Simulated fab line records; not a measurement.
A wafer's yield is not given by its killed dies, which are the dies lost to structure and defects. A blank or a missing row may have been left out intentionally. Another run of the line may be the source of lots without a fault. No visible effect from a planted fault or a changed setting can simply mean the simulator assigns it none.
Matching of chambers ; flow n5-finfet ; N5_SDB_CUT_ETCH_26 on rie-si-06 has 4 sister chambers
The step etches Si in HBr/Cl2/O2, target depth 129.6 nm, bt time 20 s, time 51.8 s. 4 wafers are shown with their chamber, then 7 later ones without.

== EACH WAFER AND ITS CHAMBER ==
wafer;chamber;throttle-valve-pct (%)
L417.4;0;37.00
L419.5;2;37.26
L427.4;3;37.73
L427.5;1;37.10

== WAFERS WITH NO CHAMBER GIVEN ==
wafer;throttle-valve-pct (%)
L427.6;37.26
L431.1;37.74
L431.5;37.27
L431.6;37.72
L432.1;37.28
L432.3;37.00
L432.5;37.28

== WHICH CHAMBER EACH ONE RAN IN ==
wafer;from the rows above;in truth
L427.6;2;2
L431.1;3;3
L431.5;2;2
L431.6;3;3
L432.1;2;2
L432.3;0;0
L432.5;2;2
Placed correctly: 7 of 7. Left unplaced by these rows: 0. Wrongly placed: 0.
How it was worked out, from the rows above alone: a wafer's distance from a chamber is the root of the sum, over the readings, of the square of ((its reading less the chamber's mean) divided by the reading's scatter). If the next closest chamber is less than 2 further off than the closest, the wafer can't be placed; otherwise it belongs to the closest. For every chamber, the mean is computed from those of its wafers that are shown. The scatter: with one shown wafer a chamber, the root of the mean of the squares of how far each hidden wafer lies from its nearest shown one.
